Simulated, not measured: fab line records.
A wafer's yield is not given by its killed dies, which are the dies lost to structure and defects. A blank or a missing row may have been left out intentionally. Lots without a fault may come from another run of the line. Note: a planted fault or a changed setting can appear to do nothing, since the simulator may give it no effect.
Split-lot experiment || flow n5Finfet || on a route of 1938 steps: 7 lots, 21 wafers read

== THE SPLIT ITSELF ==
At N5_DUMMY_GATE_ETCH_37 (etches SOC in N2/H2, target depth 60 nm, overetch 30 nm), the setting sourceW was moved away from the recipe's 840 W on 8 of the 21 wafers read, by -9.2% to +17.5%. This setting was run at the recipe's value on the other wafers.

The split's own step is where the reading is taken.

== THE READING ==
rfVppV, in V, at N5_DUMMY_GATE_ETCH_37 (etches SOC in N2/H2, target depth 60 nm, overetch 30 nm). On this fab line, fault-free wafers typically give 524.0 V with a standard deviation of 2.5 V.

{"wafer": "L075.1", "tool, chamber at the split": "rieDiel-01, 1", "sourceW as run, W": 986.3, "against the recipe": "+17.4%", "rfVppV, V": 496.5, "against lot-mates on the recipe": -28.2}
{"wafer": "L075.3", "tool, chamber at the split": "rieDiel-01, 0", "sourceW as run, W": 986.3, "against the recipe": "+17.4%", "rfVppV, V": 497.4, "against lot-mates on the recipe": -27.3}
{"wafer": "L075.6", "tool, chamber at the split": "rieDiel-01, 1", "sourceW as run, W": 840, "against the recipe": "recipe", "rfVppV, V": 524.7, "against lot-mates on the recipe": "-"}
{"wafer": "L076.4", "tool, chamber at the split": "rieDiel-01, 0", "sourceW as run, W": 840, "against the recipe": "recipe", "rfVppV, V": 525.2, "against lot-mates on the recipe": "-"}
{"wafer": "L076.5", "tool, chamber at the split": "rieDiel-01, 3", "sourceW as run, W": 840, "against the recipe": "recipe", "rfVppV, V": 523.0, "against lot-mates on the recipe": "-"}
{"wafer": "L076.6", "tool, chamber at the split": "rieDiel-01, 2", "sourceW as run, W": 840, "against the recipe": "recipe", "rfVppV, V": 526.3, "against lot-mates on the recipe": "-"}
{"wafer": "L084.1", "tool, chamber at the split": "rieDiel-02, 0", "sourceW as run, W": 840, "against the recipe": "recipe", "rfVppV, V": 522.6, "against lot-mates on the recipe": "-"}
{"wafer": "L084.2", "tool, chamber at the split": "rieDiel-02, 1", "sourceW as run, W": 986.8, "against the recipe": "+17.5%", "rfVppV, V": 498.6, "against lot-mates on the recipe": -24.0}
{"wafer": "L084.3", "tool, chamber at the split": "rieDiel-02, 2", "sourceW as run, W": 986.8, "against the recipe": "+17.5%", "rfVppV, V": 496.8, "against lot-mates on the recipe": -25.8}
{"wafer": "L087.1", "tool, chamber at the split": "rieDiel-02, 3", "sourceW as run, W": 840, "against the recipe": "recipe", "rfVppV, V": 527.2, "against lot-mates on the recipe": "-"}
{"wafer": "L087.2", "tool, chamber at the split": "rieDiel-02, 2", "sourceW as run, W": 840, "against the recipe": "recipe", "rfVppV, V": 524.3, "against lot-mates on the recipe": "-"}
{"wafer": "L087.6", "tool, chamber at the split": "rieDiel-02, 3", "sourceW as run, W": 762.5, "against the recipe": "-9.2%", "rfVppV, V": 546.9, "against lot-mates on the recipe": "+21.1"}
{"wafer": "L090.1", "tool, chamber at the split": "rieDiel-01, 2", "sourceW as run, W": 840, "against the recipe": "recipe", "rfVppV, V": 528.1, "against lot-mates on the recipe": "-"}
{"wafer": "L090.3", "tool, chamber at the split": "rieDiel-01, 3", "sourceW as run, W": 800.4, "against the recipe": "-4.7%", "rfVppV, V": 529.6, "against lot-mates on the recipe": "+1.5"}
{"wafer": "L090.6", "tool, chamber at the split": "rieDiel-01, 3", "sourceW as run, W": 800.4, "against the recipe": "-4.7%", "rfVppV, V": 527.8, "against lot-mates on the recipe": -0.3}
{"wafer": "L092.2", "tool, chamber at the split": "rieDiel-01, 3", "sourceW as run, W": 840, "against the recipe": "recipe", "rfVppV, V": 520.1, "against lot-mates on the recipe": "-"}
{"wafer": "L092.3", "tool, chamber at the split": "rieDiel-01, 1", "sourceW as run, W": 840, "against the recipe": "recipe", "rfVppV, V": 523.5, "against lot-mates on the recipe": "-"}
{"wafer": "L092.6", "tool, chamber at the split": "rieDiel-01, 0", "sourceW as run, W": 795.1, "against the recipe": "-5.3%", "rfVppV, V": 532.7, "against lot-mates on the recipe": "+10.9"}
{"wafer": "L097.1", "tool, chamber at the split": "rieDiel-02, 3", "sourceW as run, W": 840, "against the recipe": "recipe", "rfVppV, V": 528.8, "against lot-mates on the recipe": "-"}
{"wafer": "L097.5", "tool, chamber at the split": "rieDiel-02, 0", "sourceW as run, W": 840, "against the recipe": "recipe", "rfVppV, V": 521.8, "against lot-mates on the recipe": "-"}
{"wafer": "L097.6", "tool, chamber at the split": "rieDiel-02, 1", "sourceW as run, W": 840, "against the recipe": "recipe", "rfVppV, V": 527.5, "against lot-mates on the recipe": "-"}

FIT RESULTS
A straight line over all 21 wafers: rfVppV changes by -1.6 V for each +1% of sourceW; r = -0.98; the points scatter about the line by 3 V.
The same after taking each lot's own level away (the mean of its wafers on the recipe; 21 wafers): -1.52 V for each +1%; r = -0.97; scatter 3.2 V.
The reading moves by 27 V for the largest change in sourceW, on that fit.
The lots' own levels span 521.80 to 528.10 V, that is 2.5 times the standard deviation above.
So the lot-to-lot level changes the slope little: the two slopes agree.
Check: for one of the wafers moved furthest among these (+17.5%), held out of the fit, the line's prediction against its lot-mates is -27.5 V. It came out at -24 V against them.
Tool readings at the split's step, against how far the setting was moved: rfVppV r = -0.98.

== THE FILE'S OWN FIT ==
rfVppV changes by -1.58 V for each +1% of sourceW, r = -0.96.
